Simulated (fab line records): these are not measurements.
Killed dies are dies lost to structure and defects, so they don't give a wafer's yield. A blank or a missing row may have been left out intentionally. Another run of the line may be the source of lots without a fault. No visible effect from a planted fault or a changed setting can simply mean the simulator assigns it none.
Comparing a struck lot with a sound one ; flow n5Finfet ; 36 steps out of a route of 1938
Sound: the wafers L459.1, L459.3, L459.5. Struck: wafer L450.4 (L450.1, L450.3, from the same lot, were not struck and are left out); the cause is given at the end.
For every step that has rows: the tool of each side, followed by ch and its chambers, followed by its first start. Under that, the readings that differ: sound wafers ; struck wafers ; difference of the means ; sigmas: that difference in standard deviations of wafers without a fault.
alike: a reading whose means differ by less than 2 such deviations, as well as words and numbers matching on both sides. not compared: withheld readings; readings where some wafer has no value; bounds like >300 that might hide an equal value; numbers whose values overlap and for which the record gives no deviation.
Wherever a step has rows on one side only, a row that says differs or no value, or a row with sigmas, the two part there. Numbers that don't overlap but have no deviation are shown without sigmas and don't part them. A reading missing from all wafers of one side parts the sides only when that side holds two or more wafers.

first, 9 steps without rows for these wafers: N5_BEOL_M11_ALD_74 (deposits TaN, target thk 2 nm, pulse time 2 s, purge time 3 s); N5_BEOL_M11_SURFACE_TREAT_76; N5_BEOL_M11_CVD_75 (deposits Co from CCTBA/H2, target thk 2 nm, time 138.9 s); N5_BEOL_M11_SPUTTER_48 (material Cu, target thk 12 nm, time 2 s); N5_BEOL_M11_ECD_50 (material Cu, target thk 318 nm); N5_BEOL_M11_ANNEAL_51 (time 90 s); N5_BEOL_M11_CMP_52 (polishes, stops on SiCOH lowk, t overpolish 7 s, target thk 140 nm); N5_BEOL_M11_PRE_CLEAN_55 (time 15 s); N5_BEOL_M11_DEP_56 (deposits SiCN from 3MS/NH3, target thk 30 nm, time 10.5 s).
N5_BEOL_M12_ILD_DEP_00: deposits SiOC from DEMS/O2, target thk 658.92 nm, time 130.7 s.
  sound on pecvd-03 ch 0,1, day 17 21:11; struck on pecvd-02 ch 2, day 13 11:29
reading;sound;struck;difference;sigmas
runLengthS (s);175.5 175.4 175.9;144.0;-31.6;-63
model.SiOC_of_BEOL_M12_ILD_DEP_00.thkNm (nm);659.6 658.6 666;509.8;-151.6;
  alike: heaterPowerW, showerheadPlenumPTorr, showerheadVppV, throttleValvePct
N5_BEOL_M12_THK_MEAS_01:
  struck on filmMetro-01, day 13 11:37; sound on filmMetro-02, day 17 21:19
reading;sound;struck;difference;sigmas
M12_ILD_THK (nm);660 658 666;510;-151;-21
then, 10 steps without rows for these wafers: N5_BEOL_M12_COAT_58 (time 60 s, resist thk 89 nm); N5_BEOL_M12_COAT_04 (resist thk 400 nm); N5_BEOL_M12_EBR_06; N5_BEOL_M12_SOFTBAKE_05 (time 60 s); N5_BEOL_M12_EXPOSE_07 (exposes mask V11); N5_BEOL_M12_PEB_08 (peb time 90 s); N5_BEOL_M12_DEVELOP_09 (develop time 45 s); N5_BEOL_M12_HARDBAKE_14 (time 120 s); N5_BEOL_M12_DESCUM_15 (chemistry O2, time 7.9 s); N5_BEOL_M12_ETCH_59 (etches BARC in N2/H2, target depth 89 nm, overetch 26.7 nm, time 67.9 s).
N5_BEOL_M12_VIA_ETCH_16: etches SiOC in C4F8/O2/Ar, target depth 724.8 nm.
  sound on rieDiel-06 ch 2,3, day 17 21:55; struck on rieDiel-05 ch 3, day 13 12:05
reading;sound;struck;difference;sigmas
model.etch.depthNm (nm);659.5 658.5 665.9;509.8;-151.5;
model.coat_of_BEOL_M12_COAT_04.thkNm (nm);121.8 121.2 118;166.2;+45.9;
  alike: drypumpMotorCurrentA, oesProductAu, rfVppV, showerheadPlenumPTorr, throttleValvePct
N5_BEOL_M12_STRIP_63: strips in N2/H2.
  sound on plasmaAsher-02 ch 0,1, day 17 22:07; struck on plasmaAsher-01 ch 1, day 13 12:33
reading;sound;struck;difference;sigmas
drypumpMotorCurrentA (A);6.5 6.5 6.1;4.8;-1.6;-2
oesProductAu (a.u.);0.688 0.691 0.691;0.715;+0.025;+5
stripTimeToEndpointS (s);42.2 42.0 41.1;53.9;+12.1;+17
  alike: heaterPowerW
  not compared: rfHoursCounterH
then, 12 steps without rows for these wafers: N5_BEOL_M12_STRIP_64 (strips in N2/H2); N5_BEOL_M12_STRIP_71 (strips in post etch residue remover, time 60 s); N5_BEOL_M12_SRD_72 (time 30 s, dry time 30 s); N5_BEOL_M12_COAT_65 (time 60 s, resist thk 300 nm); N5_BEOL_M12_COAT_66 (time 60 s, resist thk 110 nm); N5_BEOL_M12_COAT_22 (resist thk 300 nm); N5_BEOL_M12_EBR_24; N5_BEOL_M12_SOFTBAKE_23 (time 60 s); N5_BEOL_M12_EXPOSE_25 (exposes mask M12); N5_BEOL_M12_PEB_26 (peb time 90 s); N5_BEOL_M12_DEVELOP_27 (develop time 45 s); N5_BEOL_M12_HARDBAKE_32 (time 120 s).
N5_BEOL_M12_CMP_49: polishes, stops on SiOC, t overpolish 20.6 s, target thk 320 nm.
  sound on cmp-01 ch 1,2,3, day 18 05:58; struck on cmp-04 ch 2, day 13 16:47
reading;sound;struck;difference;sigmas
model.SiOC_of_BEOL_M12_ILD_DEP_00.thkNm (nm);601.8 600 608;450.4;-152.9;
  alike: motorCurrentA, retainingRingPressureFrac

WHERE THEY PART
At N5_BEOL_M12_ILD_DEP_00 first; at N5_BEOL_M12_STRIP_63 last (within this record only). Later steps at which nothing parts them and some readings are alike: N5_BEOL_M12_CMP_49.

WHY: whatever the simulator had introduced
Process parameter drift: pecvd-02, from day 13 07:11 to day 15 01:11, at N5_BEOL_M12_ILD_DEP_00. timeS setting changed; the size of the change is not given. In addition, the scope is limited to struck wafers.
